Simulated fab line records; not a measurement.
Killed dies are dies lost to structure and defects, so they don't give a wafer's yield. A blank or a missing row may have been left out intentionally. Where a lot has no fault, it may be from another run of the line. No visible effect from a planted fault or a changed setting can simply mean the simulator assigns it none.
Which tool was responsible? | flow n5-finfet | Sampling: 24 lots, 72 wafers, 6 of 1938 route steps

WHAT THE GAUGES READ, wafer by wafer
N5_BEOL_M14_CD_MEAS_17: the cd target is 250 nm. Usual: cd-nm at 250.4 nm, with a standard deviation of 2.2.
lot  | measured     | on        | cd-nm (nm)        | flag
L074 | day 11 11:32 | cd-sem-01 | 253.0 254.6 249.5 |
L076 | day 11 17:11 | cd-sem-03 | 252.6 247.7 250.9 |
L075 | day 11 18:14 | cd-sem-01 | 252.3 248.5 248.7 |
L077 | day 12 00:35 | cd-sem-03 | 248.8 248.6 255.9 |
L078 | day 12 14:15 | cd-sem-02 | 254.2 250.6 250.1 |
L079 | day 12 16:19 | cd-sem-01 | 254.9 251.3 249.3 |
L081 | day 13 05:38 | cd-sem-01 | 248.0 247.1 247.1 |
L080 | day 13 11:17 | cd-sem-02 | 251.8 250.2 248.0 |
L082 | day 13 17:26 | cd-sem-03 | 249.6 248.4 247.9 |
L083 | day 14 01:03 | cd-sem-03 | 251.2 253.1 251.6 |
L084 | day 14 01:54 | cd-sem-02 | 250.9 249.4 248.5 |
L085 | day 14 04:14 | cd-sem-03 | 252.6 253.2 252.7 |
L086 | day 14 13:47 | cd-sem-02 | 249.0 246.2 249.3 |
L087 | day 14 23:05 | cd-sem-03 | 249.9 249.7 251.7 |
L089 | day 15 07:23 | cd-sem-02 | 252.0 255.1 251.4 |
L091 | day 15 13:50 | cd-sem-02 | 249.7 252.3 257.5 |
L090 | day 15 14:11 | cd-sem-01 | 245.1 248.9 252.8 |
L088 | day 16 05:37 | cd-sem-02 | 251.8 250.6 251.7 |
L092 | day 16 09:26 | cd-sem-03 | 250.4 251.2 252.8 |
L095 | day 16 10:19 | cd-sem-03 | 246.9 250.1 247.1 |
L094 | day 16 18:54 | cd-sem-01 | 249.8 250.9 250.8 |
L093 | day 17 09:50 | cd-sem-02 | 251.8 251.6 249.2 |
L096 | day 17 17:15 | cd-sem-02 | 250.1 251.5 252.5 |
L097 | day 18 07:10 | cd-sem-01 | 252.1 252.2 248.6 |

N5_BEOL_M15_THK_MEAS_01. Usual: M15_ILD_THK 1625 nm, standard deviation 22.
lot  | measured     | on            | M15_ILD_THK (nm) | flag
L074 | day 11 19:04 | film-metro-02 | 1616 1649 1647   |
L076 | day 11 22:57 | film-metro-01 | 1612 1638 1662   |
L075 | day 12 00:21 | film-metro-01 | 1615 1639 1652   |
L077 | day 12 04:24 | film-metro-01 | 1641 1658 1631   |
L078 | day 12 22:43 | film-metro-02 | 1618 1635 1667   |
L079 | day 12 23:41 | film-metro-01 | 1619 1664 1633   |
L081 | day 13 09:49 | film-metro-01 | 1643 1674 1678   |
L080 | day 13 15:05 | film-metro-02 | 1611 1599 1606   |
L082 | day 13 21:19 | film-metro-01 | 1619 1600 1637   |
L083 | day 14 06:26 | film-metro-01 | 1606 1635 1595   |
L084 | day 14 06:47 | film-metro-01 | 1606 1656 1641   |
L085 | day 14 08:38 | film-metro-02 | 1607 1614 1605   |
L086 | day 14 20:29 | film-metro-01 | 1593 1624 1620   |
L087 | day 15 02:28 | film-metro-02 | 1611 1623 1603   |
L089 | day 15 12:43 | film-metro-02 | 1596 1585 1606   |
L091 | day 15 18:12 | film-metro-01 | 1604 1581 1656   |
L090 | day 15 18:12 | film-metro-01 | 1613 1627 1629   |
L088 | day 16 12:34 | film-metro-01 | 1622 1630 1648   |
L092 | day 16 13:05 | film-metro-01 | 1634 1607 1621   |
L095 | day 16 15:14 | film-metro-01 | 1623 1602 1614   |
L094 | day 17 01:01 | film-metro-02 | 1600 1621 1600   |
L093 | day 17 13:10 | film-metro-01 | 1585 1602 1644   |
L096 | day 17 21:04 | film-metro-02 | 1599 1630 1645   |
L097 | day 18 11:24 | film-metro-02 | 1646 1651 1605   |

EACH LOT AND THE TOOL THAT RAN IT (in order: tool; ch and the chambers of the sampled wafers; start)
lot  | N5_BEOL_M13_DEP_53              | N5_BEOL_M14_ETCH_67                | N5_BEOL_M14_TRENCH_ETCH_34         | N5_BEOL_M14_SPUTTER_44
L074 | pecvd-01 ch 0,2, day 11 10:08   | rie-diel-02 ch 0,1,2, day 11 11:58 | rie-diel-02 ch 0,1,2, day 11 12:23 | pvd-sputter-03, day 11 17:39
L076 | pecvd-03 ch 0,1, day 11 16:02   | rie-diel-06 ch 0,1,3, day 11 18:14 | rie-diel-06 ch 0,1,3, day 11 18:39 | pvd-sputter-03, day 11 21:31
L075 | pecvd-03 ch 0,1,2, day 11 16:26 | rie-diel-06 ch 0,3, day 11 18:49   | rie-diel-06 ch 0,3, day 11 19:14   | pvd-sputter-02, day 11 22:51
L077 | pecvd-03 ch 1,2, day 11 23:26   | rie-diel-01 ch 0,1,2, day 12 01:10 | rie-diel-01 ch 0,1,2, day 12 01:35 | pvd-sputter-01, day 12 02:59
L078 | pecvd-03 ch 0,1,2, day 12 12:47 | rie-diel-06 ch 1,2,3, day 12 14:49 | rie-diel-06 ch 1,2,3, day 12 15:14 | pvd-sputter-02, day 12 21:17
L079 | pecvd-02 ch 0,1,2, day 12 15:10 | rie-diel-01 ch 2,3, day 12 16:47   | rie-diel-01 ch 2,3, day 12 17:12   | pvd-sputter-03, day 12 22:16
L081 | pecvd-02 ch 0,2, day 13 04:30   | rie-diel-02 ch 0,1, day 13 06:23   | rie-diel-02 ch 0,1, day 13 06:49   | pvd-sputter-01, day 13 07:46
L080 | pecvd-01 ch 1,2, day 13 10:07   | rie-diel-01 ch 1,2, day 13 11:51   | rie-diel-01 ch 1,2, day 13 12:16   | pvd-sputter-02, day 13 13:40
L082 | pecvd-01 ch 1,2, day 13 16:03   | rie-diel-02 ch 0,1,2, day 13 18:08 | rie-diel-02 ch 0,1,2, day 13 18:33 | pvd-sputter-02, day 13 19:47
L083 | pecvd-03 ch 1,2, day 13 23:54   | rie-diel-02 ch 1,2, day 14 01:59   | rie-diel-02 ch 1,2, day 14 02:25   | pvd-sputter-02, day 14 04:55
L084 | pecvd-02 ch 0,1, day 14 00:37   | rie-diel-01 ch 0,1,2, day 14 02:25 | rie-diel-01 ch 0,1,2, day 14 02:50 | pvd-sputter-02, day 14 05:14
L085 | pecvd-02 ch 0,1, day 14 02:57   | rie-diel-02 ch 1,2,3, day 14 04:50 | rie-diel-02 ch 1,2,3, day 14 05:16 | pvd-sputter-02, day 14 07:05
L086 | pecvd-03 ch 1,2, day 14 12:11   | rie-diel-06 ch 1,2, day 14 14:14   | rie-diel-06 ch 1,2, day 14 14:39   | pvd-sputter-02, day 14 18:56
L087 | pecvd-01 ch 1, day 14 21:40     | rie-diel-02 ch 0,2,3, day 14 23:31 | rie-diel-02 ch 0,2,3, day 14 23:56 | pvd-sputter-03, day 15 00:42
L089 | pecvd-03 ch 0,2, day 15 06:07   | rie-diel-02 ch 0,1,3, day 15 07:50 | rie-diel-02 ch 0,1,3, day 15 08:16 | pvd-sputter-03, day 15 11:00
L091 | pecvd-03 ch 0,1,2, day 15 12:34 | rie-diel-01 ch 0,1,3, day 15 14:56 | rie-diel-01 ch 0,1,3, day 15 15:21 | pvd-sputter-03, day 15 16:47
L090 | pecvd-01 ch 0,2, day 15 12:56   | rie-diel-06 ch 0,1,3, day 15 15:13 | rie-diel-06 ch 0,1,3, day 15 15:38 | pvd-sputter-02, day 15 16:47
L088 | pecvd-01 ch 0,1,2, day 16 04:19 | rie-diel-06 ch 0,2,3, day 16 06:24 | rie-diel-06 ch 0,2,3, day 16 06:49 | pvd-sputter-03, day 16 11:08
L092 | pecvd-01 ch 0,1,2, day 16 08:10 | rie-diel-06 ch 0,2,3, day 16 10:12 | rie-diel-06 ch 0,2,3, day 16 10:37 | pvd-sputter-03, day 16 11:37
L095 | pecvd-03 ch 1,2, day 16 08:43   | rie-diel-02 ch 0,1,2, day 16 10:53 | rie-diel-02 ch 0,1,2, day 16 11:18 | pvd-sputter-03, day 16 13:46
L094 | pecvd-01 ch 0,1,2, day 16 17:35 | rie-diel-02 ch 1,2, day 16 19:28   | rie-diel-02 ch 1,2, day 16 19:53   | pvd-sputter-03, day 16 23:34
L093 | pecvd-02 ch 0,1,2, day 17 08:40 | rie-diel-02 ch 0,1,3, day 17 10:17 | rie-diel-02 ch 0,1,3, day 17 10:43 | pvd-sputter-01, day 17 11:42
L096 | pecvd-01 ch 0,2, day 17 15:46   | rie-diel-06 ch 0,1,2, day 17 17:49 | rie-diel-06 ch 0,1,2, day 17 18:14 | pvd-sputter-03, day 17 19:38
L097 | pecvd-01 ch 0,2, day 18 05:56   | rie-diel-01 ch 0,2,3, day 18 07:40 | rie-diel-01 ch 0,2,3, day 18 08:05 | pvd-sputter-03, day 18 09:59
- N5_BEOL_M13_DEP_53: deposits SiCN from 3MS/NH3, target thk 50 nm, time 17.8 s.
- N5_BEOL_M14_ETCH_67: etches SiARC in CF4, target depth 143 nm, time 238.3 s.
- N5_BEOL_M14_TRENCH_ETCH_34: etches SiO2 in C4F8/O2/Ar, target depth 556.65 nm, time 126.9 s.
- N5_BEOL_M14_SPUTTER_44: material Ta, target thk 15 nm, time 24.19 s.

AS READ BY THE TOOLS THEMSELVES (means over the sampled wafers that have a number; for cases with no such wafer, the mark the record gives instead)
N5_BEOL_M13_DEP_53. Usual: showerhead-plenum-p-Torr 4.171 Torr, standard deviation 0.02; throttle-valve-pct 17.8 %, standard deviation 1.3.
lot  | tool     | showerhead-plenum-p-Torr (Torr) | throttle-valve-pct (%) | flag
L074 | pecvd-01 | 4.175                           | 16.8                   |
L076 | pecvd-03 | 4.190                           | 18.8                   |
L075 | pecvd-03 | 4.174                           | 18.1                   |
L077 | pecvd-03 | 4.181                           | 18.7                   |
L078 | pecvd-03 | 4.172                           | 18.0                   |
L079 | pecvd-02 | 4.168                           | 18.9                   |
L081 | pecvd-02 | 4.163                           | 19.0                   |
L080 | pecvd-01 | 4.156                           | 16.7                   |
L082 | pecvd-01 | 4.158                           | 16.7                   |
L083 | pecvd-03 | 4.183                           | 18.6                   |
L084 | pecvd-02 | 4.173                           | 18.7                   |
L085 | pecvd-02 | 4.167                           | 18.7                   |
L086 | pecvd-03 | 4.177                           | 18.2                   |
L087 | pecvd-01 | 4.150                           | 17.1                   |
L089 | pecvd-03 | 4.176                           | 17.7                   |
L091 | pecvd-03 | 4.174                           | 18.3                   |
L090 | pecvd-01 | 4.188                           | 18.2                   |
L088 | pecvd-01 | 4.169                           | 17.6                   |
L092 | pecvd-01 | 4.172                           | 17.4                   |
L095 | pecvd-03 | 4.163                           | 18.2                   |
L094 | pecvd-01 | 4.169                           | 17.5                   |
L093 | pecvd-02 | 4.170                           | 17.7                   |
L096 | pecvd-01 | 4.176                           | 16.9                   |
L097 | pecvd-01 | 4.184                           | 18.4                   |

N5_BEOL_M14_ETCH_67. Usual: drypump-motor-current-A 5.6 A, standard deviation 0.49; etch-rf-on-time-s 239 s, standard deviation 6.5; oes-product-au 0.71 a.u., standard deviation 0.068; rf-vpp-V 184.4 V, standard deviation 1.3; showerhead-plenum-p-Torr 2.17 Torr, standard deviation 0.088; throttle-valve-pct 15.50 %, standard deviation 0.22.
lot  | tool        | drypump-motor-current-A (A) | etch-rf-on-time-s (s) | oes-product-au (a.u.) | rf-vpp-V (V) | showerhead-plenum-p-Torr (Torr) | throttle-valve-pct (%) | flag
L074 | rie-diel-02 | 5.5                         | 246                   | 0.73                  | 184.5        | 2.20                            | 15.51                  |
L076 | rie-diel-06 | 5.2                         | 235                   | 0.73                  | 184.2        | 2.17                            | 15.35                  |
L075 | rie-diel-06 | 5.4                         | 234                   | 0.77                  | 183.9        | 2.20                            | 15.33                  |
L077 | rie-diel-01 | 5.9                         | 239                   | 0.73                  | 183.7        | 2.11                            | 15.48                  |
L078 | rie-diel-06 | 5.2                         | 238                   | 0.69                  | 183.8        | 2.13                            | 15.52                  |
L079 | rie-diel-01 | 5.4                         | 237                   | 0.76                  | 183.1        | 2.10                            | 15.33                  |
L081 | rie-diel-02 | 5.5                         | 247                   | 0.65                  | 183.9        | 2.11                            | 15.64                  |
L080 | rie-diel-01 | 5.6                         | 236                   | 0.75                  | 183.0        | 2.09                            | 15.33                  |
L082 | rie-diel-02 | 5.5                         | 244                   | 0.70                  | 184.7        | 2.19                            | 15.56                  |
L083 | rie-diel-02 | 5.4                         | 246                   | 0.76                  | 184.8        | 2.27                            | 15.42                  |
L084 | rie-diel-01 | 6.0                         | 242                   | 0.70                  | 183.7        | 2.11                            | 15.51                  |
L085 | rie-diel-02 | 5.8                         | 240                   | 0.78                  | 185.4        | 2.27                            | 15.31                  |
L086 | rie-diel-06 | 5.3                         | 239                   | 0.66                  | 183.3        | 2.14                            | 15.77                  |
L087 | rie-diel-02 | 5.9                         | 239                   | 0.71                  | 184.8        | 2.18                            | 15.46                  |
L089 | rie-diel-02 | 5.9                         | 241                   | 0.72                  | 184.9        | 2.19                            | 15.42                  |
L091 | rie-diel-01 | 6.3                         | 237                   | 0.68                  | 184.0        | 2.11                            | 15.71                  |
L090 | rie-diel-06 | 5.2                         | 237                   | 0.69                  | 184.6        | 2.16                            | 15.41                  |
L088 | rie-diel-06 | 5.4                         | 234                   | 0.70                  | 184.6        | 2.16                            | 15.56                  |
L092 | rie-diel-06 | 5.4                         | 238                   | 0.70                  | 184.8        | 2.16                            | 15.56                  |
L095 | rie-diel-02 | 5.5                         | 240                   | 0.76                  | 185.8        | 2.26                            | 15.43                  |
L094 | rie-diel-02 | 5.4                         | 246                   | 0.72                  | 185.8        | 2.26                            | 15.47                  |
L093 | rie-diel-02 | 5.8                         | 235                   | 0.78                  | 186.3        | 2.27                            | 15.29                  |
L096 | rie-diel-06 | 5.3                         | 242                   | 0.66                  | 184.1        | 2.17                            | 15.66                  |
L097 | rie-diel-01 | 5.7                         | 240                   | 0.67                  | 183.5        | 2.10                            | 15.59                  |

N5_BEOL_M14_TRENCH_ETCH_34. Usual: drypump-motor-current-A 5.6 A, standard deviation 0.49; oes_f_703_au 0.83 a.u., standard deviation 0.077; oes-product-au 0.83 a.u., standard deviation 0.079; rf-vpp-V 2209 V, standard deviation 34; showerhead-plenum-p-Torr 3.48 Torr, standard deviation 0.14; throttle-valve-pct 30.79 %, standard deviation 0.23.
lot  | tool        | drypump-motor-current-A (A) | oes_f_703_au (a.u.) | oes-product-au (a.u.) | rf-vpp-V (V) | showerhead-plenum-p-Torr (Torr) | throttle-valve-pct (%) | flag
L074 | rie-diel-02 | 5.5                         | 0.85                | 0.85                  | 2214         | 3.52                            | 30.84                  |
L076 | rie-diel-06 | 5.2                         | 0.86                | 0.85                  | 2204         | 3.48                            | 30.68                  |
L075 | rie-diel-06 | 5.5                         | 0.91                | 0.90                  | 2169         | 3.54                            | 30.71                  |
L077 | rie-diel-01 | 6.0                         | 0.85                | 0.85                  | 2206         | 3.39                            | 30.80                  |
L078 | rie-diel-06 | 5.3                         | 0.82                | 0.82                  | 2225         | 3.41                            | 30.77                  |
L079 | rie-diel-01 | 5.4                         | 0.89                | 0.89                  | 2229         | 3.37                            | 30.60                  |
L081 | rie-diel-02 | 5.5                         | 0.77                | 0.77                  | 2189         | 3.38                            | 30.81                  |
L080 | rie-diel-01 | 5.6                         | 0.89                | 0.88                  | 2228         | 3.36                            | 30.58                  |
L082 | rie-diel-02 | 5.5                         | 0.82                | 0.82                  | 2214         | 3.51                            | 30.84                  |
L083 | rie-diel-02 | 5.4                         | 0.87                | 0.88                  | 2241         | 3.65                            | 30.87                  |
L084 | rie-diel-01 | 5.9                         | 0.82                | 0.83                  | 2204         | 3.38                            | 30.83                  |
L085 | rie-diel-02 | 5.8                         | 0.91                | 0.91                  | 2234         | 3.64                            | 30.67                  |
L086 | rie-diel-06 | 5.3                         | 0.79                | 0.78                  | 2229         | 3.43                            | 30.93                  |
L087 | rie-diel-02 | 5.9                         | 0.84                | 0.84                  | 2205         | 3.50                            | 30.66                  |
L089 | rie-diel-02 | 5.8                         | 0.84                | 0.84                  | 2209         | 3.51                            | 30.65                  |
L091 | rie-diel-01 | 6.3                         | 0.79                | 0.80                  | 2189         | 3.38                            | 31.08                  |
L090 | rie-diel-06 | 5.2                         | 0.82                | 0.81                  | 2202         | 3.46                            | 30.71                  |
L088 | rie-diel-06 | 5.4                         | 0.84                | 0.82                  | 2189         | 3.46                            | 30.81                  |
L092 | rie-diel-06 | 5.4                         | 0.83                | 0.83                  | 2189         | 3.46                            | 30.81                  |
L095 | rie-diel-02 | 5.5                         | 0.88                | 0.89                  | 2225         | 3.63                            | 30.81                  |
L094 | rie-diel-02 | 5.4                         | 0.83                | 0.84                  | 2239         | 3.64                            | 30.89                  |
L093 | rie-diel-02 | 5.9                         | 0.89                | 0.90                  | 2220         | 3.63                            | 30.60                  |
L096 | rie-diel-06 | 5.3                         | 0.79                | 0.78                  | 2207         | 3.48                            | 30.87                  |
L097 | rie-diel-01 | 5.7                         | 0.78                | 0.78                  | 2204         | 3.37                            | 30.86                  |

N5_BEOL_M14_SPUTTER_44. Usual: throttle-valve-pct at 29.9 %, with a standard deviation of 1.
lot  | tool           | throttle-valve-pct (%) | flag
L074 | pvd-sputter-03 | 30.7                   |
L076 | pvd-sputter-03 | 30.5                   |
L075 | pvd-sputter-02 | 29.4                   |
L077 | pvd-sputter-01 | 30.9                   |
L078 | pvd-sputter-02 | 28.8                   |
L079 | pvd-sputter-03 | 29.6                   |
L081 | pvd-sputter-01 | 31.1                   |
L080 | pvd-sputter-02 | 29.1                   |
L082 | pvd-sputter-02 | 29.2                   |
L083 | pvd-sputter-02 | 29.3                   |
L084 | pvd-sputter-02 | 29.2                   |
L085 | pvd-sputter-02 | 29.3                   |
L086 | pvd-sputter-02 | 29.1                   |
L087 | pvd-sputter-03 | 30.2                   |
L089 | pvd-sputter-03 | 29.6                   |
L091 | pvd-sputter-03 | 30.3                   |
L090 | pvd-sputter-02 | 29.2                   |
L088 | pvd-sputter-03 | 31.3                   |
L092 | pvd-sputter-03 | 30.3                   |
L095 | pvd-sputter-03 | 30.4                   |
L094 | pvd-sputter-03 | 30.1                   |
L093 | pvd-sputter-01 | 30.7                   |
L096 | pvd-sputter-03 | 29.6                   |
L097 | pvd-sputter-03 | 29.7                   |

THE ANSWER, worked out from the rows above alone
Rule: take the mean of a lot's wafers that have a number; if it is more than 3 standard deviations from the usual mean, the lot is off. A lot without any number at a reading at which 4 lots or more have one is off too. Any other lot the step has rows for is counted as sound. Order of review: gauges by route order, followed by the tools' own readings, for which a lot's mean as printed above is used. The first step at which some lot is off is used, and at that step the reading that is off furthest; a lot without a number counts as furthest.
No lot is off at any reading shown: from this, nothing can be told.

WHAT THE SIMULATOR PUT IN
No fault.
